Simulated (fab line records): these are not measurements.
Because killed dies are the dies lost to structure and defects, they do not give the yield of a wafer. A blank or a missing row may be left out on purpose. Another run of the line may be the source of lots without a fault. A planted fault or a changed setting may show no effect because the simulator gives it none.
fab line records	flow n5_finfet
[record] lots = 12	wafers = 35	last_day = 19
route steps=1938 shown BEOL_M15@1774
lots untouched by any fault: they come from a run of this same line in which no faults occurred
start_h: hours from the record's first day to the start of the lot's first wafer shown	wait_h: how many hours have passed since the lot's step before this one	" as in the row above	L1.1+2: a row that stands for several wafers	- value missing, or start not given	* or withheld: withheld	< > ~ a bound
route shown NAME@n: NAME is a module with steps in the file, n the number in the route of the first one	usual: mean and standard deviation over wafers with no fault	same: alike in all rows	chamber/n: place in a boat	sites: the reading at each site	_std_site: standard deviation of those values	_edge_site: mean of outer sites minus mean of inner sites	radius_mm: for every site, how far away it sits from the centre of the wafer	mask NAME#n: copy n	behind: the tool/chamber that last shaped the wafer	hold: the reason the lot was held/the length of the hold in hours/how it ended	device: names the non-switching transistor (n, p or np)	end of line: the route-end tests of the same wafers	a step without rows: its recipe alone	killed: the dies lost at the first sort to structure and to defects; this is not the yield of the wafer	map: dies across one wafer; x = killed, . = not, _ = none there
set.NAME: setting as actually run; set.NAME@STEP: the setting as run at that earlier step	model.NAME: the simulator's own value behind a step, which no gauge read
steps of the route over a sample of lots; a table a step, a row a wafer
services: when a tool's chamber went out of use (start_h, in hours from the record's first day, below 0 if earlier), for how many hours, and the reason
[[steps]]
[step N5_BEOL_M15_THK_MEAS_01]
[recipe] reads = SiO2_of_BEOL_M15_ILD_DEP_00
[usual] M15_ILD_THK = 1614/24
lot.wafer	tool	chamber	start_h	wait_h	M15_ILD_THK[nm]
L522.1	film_metro-01	-	230.90	0.1	1602
L522.3	"	-	"	"	1572
L522.5	"	-	"	"	1626
L523.2	film_metro-01	-	239.35	0.1	1589
L523.4	"	-	"	"	1619
L523.5	"	-	"	"	1632
L525.2	film_metro-02	-	243.75	0.1	1608
L525.4	"	-	"	"	1648
L525.5	"	-	"	"	1630
L526.1	film_metro-02	-	248.02	0.1	1610
L526.3	"	-	"	"	1612
L526.5	"	-	"	"	1614
L527.1	film_metro-01	-	252.74	0.1	1581
L527.2	"	-	"	"	1601
L527.6	"	-	"	"	1627
L528.2	film_metro-02	-	255.19	0.1	1546
L528.3	"	-	"	"	1603
L528.4	"	-	"	"	1613
L531.1	film_metro-02	-	271.25	0.1	1648
L531.2	"	-	"	"	1612
L531.4	"	-	"	"	1615
L532.1	film_metro-01	-	274.87	0.1	1556
L532.2	"	-	"	"	1601
L532.4	"	-	"	"	1609
L536.2	film_metro-01	-	355.20	0.1	1581
L536.3	"	-	"	"	1632
L536.5	"	-	"	"	1631
L533.2	film_metro-02	-	381.78	0.1	1612
L533.4	"	-	"	"	1647
L533.6	"	-	"	"	1627
L535.1	film_metro-02	-	417.04	0.2	1601
L535.2	"	-	"	"	1610
L545.1	film_metro-02	-	422.41	0.1	1614
L545.3	"	-	"	"	1595
L545.6	"	-	"	"	1647
[step N5_BEOL_M15_OVL_MEAS_11]
[recipe] points_per_wafer = 44
[usual] V14_OVL = 0/6.2
lot.wafer	tool	chamber	start_h	wait_h	V14_OVL[nm]
L522.1	overlay-01	0	231.23	0.0	0
L522.3	"	0	"	"	-3
L522.5	"	0	"	"	-1
L523.2	overlay-01	0	239.84	0.0	0
L523.4	"	0	"	"	-6
L523.5	"	0	"	"	-5
L525.2	overlay-01	0	244.08	0.0	-4
L525.4	"	0	"	"	1
L525.5	"	0	"	"	10
L526.1	overlay-02	0	248.48	0.0	-4
L526.3	"	0	"	"	-7
L526.5	"	0	"	"	-8
L527.1	overlay-02	0	253.21	0.0	6
L527.2	"	0	"	"	-6
L527.6	"	0	"	"	-7
L528.2	overlay-01	0	255.53	0.0	4
L528.3	"	0	"	"	-6
L528.4	"	0	"	"	0
L531.1	overlay-01	0	271.58	0.0	4
L531.2	"	0	"	"	0
L531.4	"	0	"	"	-3
L532.1	overlay-02	0	275.21	0.0	11
L532.2	"	0	"	"	-5
L532.4	"	0	"	"	4
L536.2	overlay-01	0	355.53	0.0	5
L536.3	"	0	"	"	-6
L536.5	"	0	"	"	-9
L533.2	overlay-02	0	382.24	0.0	-4
L533.4	"	0	"	"	-4
L533.6	"	0	"	"	-1
L535.1	overlay-01	0	417.38	0.0	1
L535.2	"	0	"	"	-8
L545.1	overlay-02	0	422.75	0.0	3
L545.3	"	0	"	"	-6
L545.6	"	0	"	"	-11
[step N5_BEOL_M15_OVL_MEAS_29]
[recipe] points_per_wafer = 44
[usual] M15_OVL = 1/4.8
lot.wafer	tool	chamber	start_h	wait_h	M15_OVL[nm]
L522.1	overlay-02	0	233.01	0.0	8
L522.3	"	0	"	"	7
L522.5	"	0	"	"	7
L523.2	overlay-02	0	241.93	0.0	-3
L523.4	"	0	"	"	-3
L523.5	"	0	"	"	1
L525.2	overlay-01	0	245.70	0.0	-1
L525.4	"	0	"	"	3
L525.5	"	0	"	"	0
L526.1	overlay-02	0	250.45	0.0	0
L526.3	"	0	"	"	2
L526.5	"	0	"	"	-3
L527.1	overlay-02	0	254.81	0.0	12
L527.2	"	0	"	"	2
L527.6	"	0	"	"	3
L528.2	overlay-01	0	258.19	0.0	-5
L528.3	"	0	"	"	-5
L528.4	"	0	"	"	-1
L531.1	overlay-01	0	273.04	0.0	1
L531.2	"	0	"	"	2
L531.4	"	0	"	"	2
L532.1	overlay-02	0	276.79	0.0	-4
L532.2	"	0	"	"	-10
L532.4	"	0	"	"	-1
L536.2	overlay-01	0	356.99	0.0	1
L536.3	"	0	"	"	1
L536.5	"	0	"	"	-2
L533.2	overlay-02	0	383.82	0.0	5
L533.4	"	0	"	"	-4
L533.6	"	0	"	"	4
L535.1	overlay-02	0	420.53	0.0	9
L535.2	"	0	"	"	0
L545.1	overlay-01	0	424.29	0.0	-2
L545.3	"	0	"	"	6
L545.6	"	0	"	"	6
[step N5_BEOL_M15_ETCH_61]
[recipe] chemistry = N2/H2	target = BARC	target_depth_a = 890	overetch_a = 267	time_s = 67.9	ion_energy_ev = 200	pressure_mtorr = 30	source_w = 840	bias_w = 150	n2_flow_sccm = 200	h2_flow_sccm = 200
[usual] drypump_motor_current_A = 5.6/0.72	oes_product_au = 0.66/0.071	rf_vpp_V = 524.2/2.8	run_length_s = 91.1/0.33	showerhead_plenum_p_Torr = 2.55/0.099	throttle_valve_pct = 17.96/0.22
lot.wafer	tool	chamber	start_h	wait_h	drypump_motor_current_A	oes_product_au	rf_hours_counter_h	rf_vpp_V	run_length_s	showerhead_plenum_p_Torr	throttle_valve_pct
L522.1	rie_diel-05	0	234.65	0.0	6.7	0.59	224	519.6	91.1	2.39	18.26
L522.3	"	3	"	"	5.0	0.75	37	528.9	91.0	2.71	17.88
L522.5	"	2	"	"	5.3	0.59	-	525.4	90.9	2.62	17.96
L523.2	rie_diel-05	3	242.25	0.0	4.9	0.75	42	528.2	91.3	2.71	17.90
L523.4	"	2	"	"	5.3	0.60	226	525.2	91.1	2.62	17.96
L523.5	"	3	"	"	4.9	0.75	-	528.7	91.1	2.71	17.90
L525.2	rie_diel-05	1	245.79	0.0	6.7	0.62	184	519.7	91.2	2.42	18.05
L525.4	"	0	"	"	6.7	0.58	230	520.2	91.3	2.39	18.28
L525.5	"	2	"	"	5.3	0.59	-	526.4	90.7	2.62	17.95
L526.1	rie_diel-05	3	250.54	0.0	4.9	0.75	44	528.4	91.0	2.71	17.89
L526.3	"	1	"	"	6.7	0.61	186	521.2	91.5	2.41	18.07
L526.5	"	0	"	"	6.7	0.58	-	520.3	91.2	2.39	18.27
L527.1	rie_diel-01	0	255.01	0.0	5.0	0.64	185	525.4	91.2	2.63	18.18
L527.2	"	2	"	"	5.6	0.64	177	524.4	90.9	2.51	18.02
L527.6	"	3	"	"	4.8	0.59	-	523.2	90.8	2.50	18.22
L528.2	rie_diel-01	2	258.71	0.0	5.5	0.64	179	524.3	90.9	2.51	18.03
L528.3	"	3	"	"	4.7	0.59	255	523.1	90.8	2.50	18.24
L528.4	"	2	"	"	5.6	0.64	-	522.8	91.1	2.51	18.02
L531.1	rie_diel-06	2	273.17	0.0	6.5	0.73	33	521.9	90.7	2.49	17.57
L531.2	"	0	"	"	6.4	0.68	100	528.0	91.3	2.67	17.63
L531.4	"	3	"	"	5.4	0.61	200	522.4	91.7	2.52	18.05
L532.1	rie_diel-05	1	276.88	0.0	6.7	0.61	192	520.7	91.2	2.41	18.07
L532.2	"	0	"	"	6.7	0.58	237	521.8	91.2	2.38	18.30
L532.4	"	3	"	"	4.9	0.74	50	530.0	90.8	2.71	17.91
L536.2	rie_diel-01	1	357.09	0.0	5.2	0.77	21	526.1	91.1	2.59	17.55
L536.3	"	0	"	"	5.0	0.62	213	526.3	91.5	2.62	18.23
L536.5	"	3	"	"	4.7	0.78	-	520.6	90.7	2.49	17.79
L533.2	rie_diel-05	1	384.07	0.0	6.7	0.60	212	519.2	91.1	2.40	18.10
L533.4	"	0	"	"	6.7	0.79	-	528.3	91.5	2.69	17.97
L533.6	"	3	"	"	4.9	0.71	-	527.1	90.7	2.70	17.96
L535.1	rie_diel-01	0	421.16	0.0	5.0	0.55	230	526.3	104.9	2.61	18.23
L535.2	"	1	"	"	5.2	0.67	42	525.7	104.8	2.58	17.56
L545.1	rie_diel-06	3	424.38	0.0	5.4	0.59	238	521.4	91.7	2.50	18.13
L545.3	"	2	"	"	6.5	0.68	72	521.1	90.8	2.47	17.64
L545.6	"	3	"	"	5.5	0.60	-	523.1	91.1	2.50	18.13
[[services]]
tool	chamber	start_h	hours	kind
rie_diel-01	1	249.23	-	clean
rie_diel-01	1	249.23	-	consumable_replace:focus_ring
rie_diel-01	1	249.23	20.2	scheduled_down
rie_diel-01	1	249.23	20.2	vent_cycle
rie_diel-05	-	253.99	4.3	pm
rie_diel-05	-	284.08	2.4	repair
rie_diel-01	1	294.48	7.1	repair
rie_diel-05	-	295.14	2.8	pm
rie_diel-05	-	320.91	14.6	pm
rie_diel-05	0	348.78	2.5	repair
rie_diel-06	3	349.43	8.6	repair
rie_diel-05	0	357.79	-	clean
rie_diel-05	0	357.79	-	consumable_replace:focus_ring
rie_diel-05	0	357.79	-	consumable_replace:showerhead
rie_diel-05	0	357.79	13.4	scheduled_down
rie_diel-05	0	357.79	13.4	vent_cycle
rie_diel-01	0	362.90	12.3	repair
rie_diel-05	1	368.33	8.1	repair
rie_diel-05	2	376.45	-	clean
rie_diel-05	2	376.45	-	consumable_replace:focus_ring
rie_diel-05	2	376.45	16.2	scheduled_down
rie_diel-05	2	376.45	16.2	vent_cycle
rie_diel-06	1	418.76	6.1	repair
rie_diel-05	-	419.60	1.1	repair
[[key]]
[first_sign] step = N5_BEOL_M15_ETCH_61	reading = run_length_s	direction = up	sigmas = 41	usual = *	struck = *
effect none on later readings
met_at N5_BEOL_M15_ETCH_61
struck_lots L535
struck_wafers L535.1,L535.2
not_acting_at N5_BEOL_M15_THK_MEAS_01,N5_BEOL_M15_OVL_MEAS_11,N5_BEOL_M15_OVL_MEAS_29
onset_between 357.09 421.16
[fault] kind = process_parameter_drift	tool = rie_diel-01	chamber = -	onset_h = 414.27	steps = N5_BEOL_M15_ETCH_61	channel = time_s	offset = *	shape = step	end_h = 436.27	scope = struck_wafers_only	acts_in = *	stated = *
